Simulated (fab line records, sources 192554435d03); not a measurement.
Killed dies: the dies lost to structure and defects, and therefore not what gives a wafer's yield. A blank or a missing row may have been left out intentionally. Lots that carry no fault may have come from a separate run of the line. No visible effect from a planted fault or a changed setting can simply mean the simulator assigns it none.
Matching of chambers :: flow n5 finfet :: N5_BEOL_M14_TRENCH_ETCH_34 on rie diel-06: 4 sister chambers
The step etches SiO2 in C4F8/O2/Ar, target depth 556.65 nm, time 126.9 s. 8 wafers are shown with their chamber, then 10 later ones without.

WAFERS PAIRED WITH THEIR CHAMBERS
wafer: L082.4
chamber: 3
drypump motor current A (A): 6.4
rf vpp V (V): 2278

wafer: L084.3
chamber: 2
drypump motor current A (A): 4.9
rf vpp V (V): 2159

wafer: L086.3
chamber: 2
drypump motor current A (A): 4.9
rf vpp V (V): 2160

wafer: L091.2
chamber: 0
drypump motor current A (A): 6.4
rf vpp V (V): 2229

wafer: L091.3
chamber: 3
drypump motor current A (A): 6.4
rf vpp V (V): 2276

wafer: L091.5
chamber: 1
drypump motor current A (A): 5.8
rf vpp V (V): 2205

wafer: L090.3
chamber: 0
drypump motor current A (A): 6.4
rf vpp V (V): 2229

wafer: L090.4
chamber: 1
drypump motor current A (A): 5.7
rf vpp V (V): 2206

WAFERS WHOSE CHAMBER IS MISSING
wafer: L090.6
drypump motor current A (A): 6.4
rf vpp V (V): 2278

wafer: L093.3
drypump motor current A (A): 5.7
rf vpp V (V): 2204

wafer: L093.5
drypump motor current A (A): 5.7
rf vpp V (V): 2206

wafer: L093.6
drypump motor current A (A): 4.9
rf vpp V (V): 2160

wafer: L092.1
drypump motor current A (A): 6.4
rf vpp V (V): 2227

wafer: L092.2
drypump motor current A (A): 5.8
rf vpp V (V): 2205

wafer: L092.5
drypump motor current A (A): 5.8
rf vpp V (V): 2207

wafer: L096.4
drypump motor current A (A): 6.4
rf vpp V (V): 2276

wafer: L096.5
drypump motor current A (A): 5.7
rf vpp V (V): 2204

wafer: L096.6
drypump motor current A (A): 6.4
rf vpp V (V): 2230

EACH ONE'S CHAMBER
wafer: L090.6
from the rows above: 3
in truth: 3

wafer: L093.3
from the rows above: 1
in truth: 1

wafer: L093.5
from the rows above: 1
in truth: 1

wafer: L093.6
from the rows above: 2
in truth: 2

wafer: L092.1
from the rows above: 0
in truth: 0

wafer: L092.2
from the rows above: 1
in truth: 1

wafer: L092.5
from the rows above: 1
in truth: 1

wafer: L096.4
from the rows above: 3
in truth: 3

wafer: L096.5
from the rows above: 1
in truth: 1

wafer: L096.6
from the rows above: 0
in truth: 0
Correct placement for 10 of the 10. Left unplaced by these rows: 0. Placed wrongly: 0.
How it was worked out, from the rows above alone: a wafer's distance from a chamber is the root of the sum, over the readings, of the square of ((its reading less the chamber's mean) divided by the reading's scatter). If the next closest chamber is less than 2 further off than the closest, the wafer can't be placed; otherwise it belongs to the closest. Each chamber's mean is taken over the wafers shown for it. How the scatter is found: for the shown wafers, subtract from each reading the mean of its chamber, square and add these, divide the total by (wafers less chambers), then take the root.
